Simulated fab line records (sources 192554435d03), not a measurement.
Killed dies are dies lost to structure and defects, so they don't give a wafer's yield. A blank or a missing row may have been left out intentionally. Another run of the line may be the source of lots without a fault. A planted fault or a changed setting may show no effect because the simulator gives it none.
Which tool did it? -- flow n5-finfet -- 72 wafers from 24 lots sampled at 6 of the route's 1938 steps

== WHAT EACH GAUGE READ, for each wafer ==
N5_FIN_CUT_CD_MEAS_08 targets a cd of 29.1 nm. Usual: 28.98 nm for cd-nm, sd 0.26.
lot,measured,on,cd-nm (nm),flag
L074,day 2 02:17,cd-sem-03,28.96 28.95 28.65,
L075,day 2 09:10,cd-sem-01,29.14 28.99 28.54,
L076,day 2 14:50,cd-sem-01,29.30 29.06 29.17,
L077,day 2 21:20,cd-sem-02,29.03 29.10 28.94,
L078,day 3 03:35,cd-sem-01,29.03 29.16 29.17,
L079,day 3 08:25,cd-sem-03,28.97 29.21 28.96,
L080,day 3 14:20,cd-sem-02,29.04 28.46 28.70,
L081,day 3 21:42,cd-sem-03,29.17 28.90 29.06,
L082,day 4 02:30,cd-sem-03,29.05 29.08 28.96,
L083,day 4 09:43,cd-sem-02,28.88 29.00 29.08,
L084,day 4 17:22,cd-sem-03,28.86 29.06 28.90,
L085,day 4 22:02,cd-sem-02,29.22 29.07 28.77,
L086,day 5 05:19,cd-sem-02,28.45 28.92 28.82,
L087,day 5 10:40,cd-sem-02,29.39 29.27 29.24,
L088,day 5 18:45,cd-sem-03,28.93 29.24 28.68,
L089,day 5 23:55,cd-sem-01,29.07 29.25 28.97,
L090,day 6 04:59,cd-sem-03,29.08 28.76 29.08,
L091,day 6 09:40,cd-sem-03,29.01 28.88 29.11,
L092,day 6 15:48,cd-sem-01,28.73 28.82 28.53,
L093,day 6 22:00,cd-sem-03,28.88 28.94 28.80,
L094,day 7 03:47,cd-sem-03,28.82 29.12 29.28,
L095,day 7 08:44,cd-sem-03,29.10 29.22 29.82,
L096,day 7 15:13,cd-sem-01,28.93 28.86 28.96,
L097,day 7 21:56,cd-sem-01,28.98 29.48 29.03,

N5_DUMMY_GATE_CD_MEAS_15 targets a cd of 25.8 nm. Usual: 24.99 nm for cd-nm, sd 0.26.
lot,measured,on,cd-nm (nm),flag
L074,day 2 20:53,cd-sem-02,24.72 25.23 24.24,
L075,day 3 06:37,cd-sem-01,24.97 25.07 24.99,
L076,day 3 13:09,cd-sem-01,24.79 24.85 24.96,
L077,day 3 15:49,cd-sem-03,25.06 24.99 25.28,
L078,day 4 01:56,cd-sem-03,24.88 24.94 24.75,
L079,day 4 03:24,cd-sem-01,24.46 24.73 24.60,
L080,day 4 11:50,cd-sem-03,24.99 25.01 25.27,
L081,day 4 20:13,cd-sem-03,24.87 24.88 25.00,
L082,day 4 20:59,cd-sem-02,25.06 25.26 24.86,
L083,day 5 07:01,cd-sem-03,25.21 25.01 24.98,
L084,day 5 16:05,cd-sem-01,25.18 25.40 24.84,
L085,day 5 17:58,cd-sem-03,25.01 24.71 24.96,
L086,day 6 01:56,cd-sem-03,24.93 25.16 24.48,
L087,day 6 06:43,cd-sem-02,25.15 25.52 25.07,
L088,day 6 15:29,cd-sem-03,25.13 25.13 24.95,
L089,day 6 18:46,cd-sem-03,24.95 24.94 25.63,
L090,day 7 01:07,cd-sem-01,25.13 25.09 25.00,
L091,day 7 05:03,cd-sem-01,24.98 24.98 25.05,
L092,day 7 11:12,cd-sem-01,24.74 24.86 24.68,
L093,day 7 17:23,cd-sem-03,25.56 24.97 25.08,
L094,day 7 22:32,cd-sem-01,25.27 25.17 25.15,
L095,day 8 04:12,cd-sem-02,25.28 24.53 24.52,
L096,day 8 09:38,cd-sem-01,25.15 24.99 25.06,
L097,day 8 16:35,cd-sem-01,24.70 25.22 25.19,

== TOOL THAT RAN EACH LOT (tool first, then ch and the chambers of the sampled wafers, then the start) ==
lot,N5_PMOS_HMC_CHANNEL_EPI_DESCUM_14,N5_FIN_SAQP_RECESS_75,N5_FIN_SAQP_STRIP_77,N5_STI_FIN_REVEAL_OXIDATION_33
L074,"rie-diel-04 ch 0,1, day 1 17:17","vapor-etch-01 ch 0,1, day 1 22:36","rie-diel-02 ch 0,1, day 2 01:33","plasma-asher-02 ch 0,1, day 2 11:47"
L075,"rie-diel-06 ch 1,2,3, day 1 23:04","vapor-etch-02 ch 1, day 2 05:14","rie-diel-02 ch 1,3, day 2 08:18","plasma-asher-01 ch 0,1, day 2 19:28"
L076,"rie-diel-03 ch 0,1, day 2 05:20","vapor-etch-02 ch 0, day 2 10:37","rie-diel-01 ch 0,1, day 2 13:58","plasma-asher-01 ch 0,1, day 3 02:17"
L077,"rie-diel-03 ch 1,2,3, day 2 11:28","vapor-etch-01 ch 0,1, day 2 17:07","rie-diel-05 ch 0,1, day 2 20:35","plasma-asher-01 ch 0,1, day 3 06:56"
L078,"rie-diel-06 ch 0,1,2, day 2 17:37","vapor-etch-02 ch 0,1, day 2 23:50","rie-diel-01 ch 2,3, day 3 02:50","plasma-asher-01 ch 1, day 3 13:24"
L079,"rie-diel-06 ch 0,1, day 2 23:19","vapor-etch-01 ch 0,1, day 3 04:40","rie-diel-01 ch 0,2, day 3 07:40","plasma-asher-01 ch 0,1, day 3 18:04"
L080,"rie-diel-03 ch 0,2,3, day 3 05:35","vapor-etch-01 ch 0,1, day 3 10:34","rie-diel-01 ch 0,1, day 3 13:35","plasma-asher-01 ch 0,1, day 4 00:50"
L081,"rie-diel-06 ch 0,2,3, day 3 11:57","vapor-etch-02 ch 0,1, day 3 17:50","rie-diel-02 ch 0,1,2, day 3 20:49","plasma-asher-02 ch 0,1, day 4 07:16"
L082,"rie-diel-06 ch 0,1,3, day 3 17:20","vapor-etch-01 ch 0,1, day 3 22:33","rie-diel-01 ch 0,2, day 4 01:41","plasma-asher-02 ch 0,1, day 4 12:11"
L083,"rie-diel-06 ch 0,3, day 4 00:14","vapor-etch-01 ch 0,1, day 4 05:31","rie-diel-05 ch 2,3, day 4 08:51","plasma-asher-02 ch 0,1, day 4 19:47"
L084,"rie-diel-04 ch 0,2,3, day 4 07:53","vapor-etch-01 ch 0,1, day 4 13:10","rie-diel-02 ch 0,1,2, day 4 16:29","plasma-asher-01 ch 0,1, day 5 02:57"
L085,"rie-diel-03 ch 0,2,3, day 4 12:10","vapor-etch-01 ch 0,1, day 4 17:02","rie-diel-01 ch 0,2,3, day 4 21:13","plasma-asher-01 ch 0,1, day 5 09:08"
L086,"rie-diel-04 ch 1,2,3, day 4 17:43","vapor-etch-01 ch 0,1, day 4 22:38","rie-diel-02 ch 0,1,3, day 5 04:34","plasma-asher-01 ch 0,1, day 5 15:02"
L087,"rie-diel-03 ch 2,3, day 4 23:26","vapor-etch-01 ch 1, day 5 06:14","rie-diel-01 ch 0,1,3, day 5 09:55","plasma-asher-02 ch 0,1, day 5 20:19"
L088,"rie-diel-04 ch 0,2,3, day 5 05:10","vapor-etch-02 ch 1, day 5 10:18","rie-diel-05 ch 1,3, day 5 13:27","plasma-asher-02 ch 0,1, day 6 06:39"
L089,"rie-diel-06 ch 0,1, day 5 11:29","vapor-etch-01 ch 0,1, day 5 17:20","rie-diel-05 ch 1,2, day 5 23:02","plasma-asher-01 ch 0,1, day 6 09:31"
L090,"rie-diel-03 ch 0,2, day 5 16:58","vapor-etch-01 ch 0, day 6 00:35","rie-diel-05 ch 0,2, day 6 04:07","plasma-asher-02 ch 0,1, day 6 16:05"
L091,"rie-diel-06 ch 1,2,3, day 5 23:35","vapor-etch-01 ch 0,1, day 6 05:23","rie-diel-01 ch 0,1,3, day 6 08:55","plasma-asher-01 ch 0,1, day 6 20:14"
L092,"rie-diel-06 ch 0,1,2, day 6 05:26","vapor-etch-01 ch 0,1, day 6 11:57","rie-diel-01 ch 0,2,3, day 6 15:03","plasma-asher-01 ch 0,1, day 7 02:20"
L093,"rie-diel-06 ch 0,1,3, day 6 12:19","vapor-etch-01 ch 0,1, day 6 18:11","rie-diel-01 ch 0,2,3, day 6 21:16","plasma-asher-01 ch 0,1, day 7 08:26"
L094,"rie-diel-06 ch 0,1,2, day 6 18:09","vapor-etch-02 ch 0,1, day 6 23:52","rie-diel-01 ch 0,3, day 7 02:54","plasma-asher-01 ch 0,1, day 7 13:44"
L095,"rie-diel-04 ch 2,3, day 6 23:50","vapor-etch-02 ch 0,1, day 7 04:52","rie-diel-01 ch 0,1, day 7 07:52","plasma-asher-01 ch 0,1, day 7 18:17"
L096,"rie-diel-04 ch 0,3, day 7 06:17","vapor-etch-01 ch 0,1, day 7 11:12","rie-diel-05 ch 1,2, day 7 14:20","plasma-asher-01 ch 0,1, day 8 00:41"
L097,"rie-diel-06 ch 1,3, day 7 11:47","vapor-etch-01 ch 0,1, day 7 16:57","rie-diel-02 ch 2,3, day 7 21:11","plasma-asher-01 ch 1, day 8 07:45"
- N5_PMOS_HMC_CHANNEL_EPI_DESCUM_14: chemistry O2, time 7.9 s.
- N5_FIN_SAQP_RECESS_75: chemistry HF/NH3, target SiO2, target depth 14.4 nm, afs cycles 3, sublimation time 60 s.
- N5_FIN_SAQP_STRIP_77: strips in N2/H2, time 90 s.
- N5_STI_FIN_REVEAL_OXIDATION_33: chemistry O2 PLASMA REMOTE, time 20 s.

== WHAT THE TOOLS THEMSELVES READ (means of the sampled wafers that have a number; where no wafer has one, the mark that the record gives instead) ==
N5_PMOS_HMC_CHANNEL_EPI_DESCUM_14. Usual: chamber-pressure-mTorr 20.000 mTorr, standard deviation 0.017; drypump-motor-current-A 5.6 A, standard deviation 0.42; oes-product-au 0.80 a.u., standard deviation 0.095; rf-vpp-V 242.8 V, standard deviation 1.1; showerhead-plenum-p-Torr 2.07 Torr, standard deviation 0.043; throttle-valve-pct 20.46 %, standard deviation 0.23.
lot,tool,chamber-pressure-mTorr (mTorr),drypump-motor-current-A (A),oes-product-au (a.u.),rf-vpp-V (V),showerhead-plenum-p-Torr (Torr),throttle-valve-pct (%),flag
L074,rie-diel-04,20.000,5.7,0.76,243.4,2.10,20.56,
L075,rie-diel-06,19.983,6.0,0.73,243.6,2.10,20.46,
L076,rie-diel-03,19.984,5.3,0.72,242.2,2.02,20.65,
L077,rie-diel-03,19.994,5.7,0.80,242.0,2.08,20.61,
L078,rie-diel-06,20.011,5.7,0.80,242.7,2.06,20.35,
L079,rie-diel-06,20.001,5.4,0.85,242.2,2.05,20.26,
L080,rie-diel-03,20.008,5.6,0.81,242.5,2.11,20.49,
L081,rie-diel-06,20.001,5.8,0.86,243.1,2.08,20.24,
L082,rie-diel-06,20.004,5.7,0.87,243.5,2.08,20.29,
L083,rie-diel-06,20.002,5.9,0.92,243.7,2.10,20.18,
L084,rie-diel-04,19.992,5.6,0.80,242.0,2.06,20.71,
L085,rie-diel-03,20.017,5.6,0.79,244.3,2.10,20.50,
L086,rie-diel-04,20.003,5.3,0.79,242.1,2.05,20.58,
L087,rie-diel-03,19.984,6.0,0.86,243.9,2.12,20.58,
L088,rie-diel-04,19.991,5.6,0.79,241.4,2.06,20.72,
L089,rie-diel-06,19.995,5.5,0.80,242.4,2.07,20.42,
L090,rie-diel-03,19.999,5.2,0.72,242.0,2.07,20.44,
L091,rie-diel-06,20.002,6.0,0.80,243.6,2.09,20.41,
L092,rie-diel-06,19.994,5.6,0.78,242.9,2.06,20.40,
L093,rie-diel-06,19.993,5.7,0.84,243.9,2.08,20.32,
L094,rie-diel-06,19.996,5.7,0.77,241.9,2.05,20.40,
L095,rie-diel-04,20.003,5.3,0.83,241.9,2.05,20.66,
L096,rie-diel-04,20.005,5.4,0.83,242.7,2.07,20.60,
L097,rie-diel-06,19.992,6.0,0.86,244.0,2.11,20.36,

N5_FIN_SAQP_RECESS_75. Usual: 5.4 A for drypump-motor-current-A, sd 0.56.
lot,tool,drypump-motor-current-A (A),flag
L074,vapor-etch-01,5.1,
L075,vapor-etch-02,5.3,
L076,vapor-etch-02,5.8,
L077,vapor-etch-01,5.1,
L078,vapor-etch-02,5.6,
L079,vapor-etch-01,5.5,
L080,vapor-etch-01,5.5,
L081,vapor-etch-02,5.6,
L082,vapor-etch-01,5.6,
L083,vapor-etch-01,5.5,
L084,vapor-etch-01,5.1,
L085,vapor-etch-01,5.1,
L086,vapor-etch-01,5.1,
L087,vapor-etch-01,6.0,
L088,vapor-etch-02,5.3,
L089,vapor-etch-01,5.5,
L090,vapor-etch-01,4.7,
L091,vapor-etch-01,5.1,
L092,vapor-etch-01,5.1,
L093,vapor-etch-01,5.1,
L094,vapor-etch-02,5.5,
L095,vapor-etch-02,5.5,
L096,vapor-etch-01,5.1,
L097,vapor-etch-01,5.6,

N5_FIN_SAQP_STRIP_77. Usual: chamber-pressure-mTorr 100.01 mTorr, standard deviation 0.1; drypump-motor-current-A 5.9 A, standard deviation 0.46; oes-product-au 0.75 a.u., standard deviation 0.055; rf-vpp-V 45.3 V, standard deviation 0.91; showerhead-plenum-p-Torr 3.39 Torr, standard deviation 0.1; throttle-valve-pct 12.38 %, standard deviation 0.19.
lot,tool,chamber-pressure-mTorr (mTorr),drypump-motor-current-A (A),oes-product-au (a.u.),rf-vpp-V (V),showerhead-plenum-p-Torr (Torr),throttle-valve-pct (%),flag
L074,rie-diel-02,100.01,5.5,0.79,46.0,3.37,12.47,
L075,rie-diel-02,99.98,5.9,0.70,44.9,3.34,12.61,
L076,rie-diel-01,100.11,6.5,0.71,45.5,3.42,12.33,
L077,rie-diel-05,99.97,5.3,0.75,46.1,3.43,12.45,
L078,rie-diel-01,100.01,5.7,0.80,45.4,3.44,12.26,
L079,rie-diel-01,100.05,5.9,0.77,44.9,3.43,12.48,
L080,rie-diel-01,100.04,6.4,0.70,44.7,3.32,12.46,
L081,rie-diel-02,100.02,5.7,0.81,46.1,3.38,12.34,
L082,rie-diel-01,100.02,5.9,0.76,44.8,3.43,12.51,
L083,rie-diel-05,100.02,5.8,0.72,45.6,3.44,12.17,
L084,rie-diel-02,100.04,5.6,0.79,44.7,3.38,12.38,
L085,rie-diel-01,100.19,5.9,0.76,45.8,3.37,12.43,
L086,rie-diel-02,99.99,5.7,0.84,45.0,3.34,12.37,
L087,rie-diel-01,100.03,6.2,0.72,45.4,3.37,12.35,
L088,rie-diel-05,99.98,5.1,0.70,45.7,3.49,12.50,
L089,rie-diel-05,99.98,5.5,0.71,45.9,3.38,12.29,
L090,rie-diel-05,100.01,6.2,0.75,44.1,3.29,12.24,
L091,rie-diel-01,100.06,6.2,0.72,44.9,3.36,12.38,
L092,rie-diel-01,100.00,5.9,0.74,45.0,3.36,12.47,
L093,rie-diel-01,100.13,5.9,0.74,45.0,3.36,12.46,
L094,rie-diel-01,99.93,6.1,0.70,44.7,3.26,12.52,
L095,rie-diel-01,100.01,6.4,0.68,44.6,3.31,12.53,
L096,rie-diel-05,100.02,5.5,0.70,44.9,3.37,12.34,
L097,rie-diel-02,100.06,5.8,0.84,46.1,3.40,12.23,

N5_STI_FIN_REVEAL_OXIDATION_33. Usual: chamber-pressure-mTorr 1000.0 mTorr, standard deviation 0.91; drypump-motor-current-A 6.35 A, standard deviation 0.24; heater-power-w 134 W, standard deviation 7.6.
lot,tool,chamber-pressure-mTorr (mTorr),drypump-motor-current-A (A),heater-power-w (W),flag
L074,plasma-asher-02,1000.0,5.97,139,
L075,plasma-asher-01,1000.0,6.49,131,
L076,plasma-asher-01,1000.1,6.50,131,
L077,plasma-asher-01,999.7,6.51,136,
L078,plasma-asher-01,999.9,6.51,139,
L079,plasma-asher-01,1000.1,6.52,130,
L080,plasma-asher-01,1000.8,6.50,131,
L081,plasma-asher-02,1000.1,5.96,132,
L082,plasma-asher-02,999.9,5.99,140,
L083,plasma-asher-02,1000.9,5.97,131,
L084,plasma-asher-01,999.7,6.49,130,
L085,plasma-asher-01,1000.3,6.51,137,
L086,plasma-asher-01,999.9,6.50,137,
L087,plasma-asher-02,1000.4,5.95,132,
L088,plasma-asher-02,999.6,5.99,138,
L089,plasma-asher-01,1000.4,6.48,131,
L090,plasma-asher-02,1000.3,5.98,138,
L091,plasma-asher-01,1000.0,6.50,137,
L092,plasma-asher-01,999.9,6.49,130,
L093,plasma-asher-01,1000.0,6.51,137,
L094,plasma-asher-01,1000.5,6.51,133,
L095,plasma-asher-01,1000.1,6.49,131,
L096,plasma-asher-01,1000.3,6.50,132,
L097,plasma-asher-01,998.9,6.50,140,

== THE ANSWER, worked out from the rows above alone ==
Rule: take the mean of a lot's wafers that have a number; if it is more than 3 standard deviations from the usual mean, the lot is off. A lot without any number at a reading at which 4 lots or more have one is off too. All remaining lots with rows at the step are treated as sound. After the gauges, taken in route order, come the tools' own readings; for these a lot's mean is taken, as printed above. At the first step where some lot is off, the reading lying furthest off is the one used; lots without a number count as furthest.
None of the lots is off at any reading shown; this tells nothing.

== WHAT THE SIMULATOR PUT IN ==
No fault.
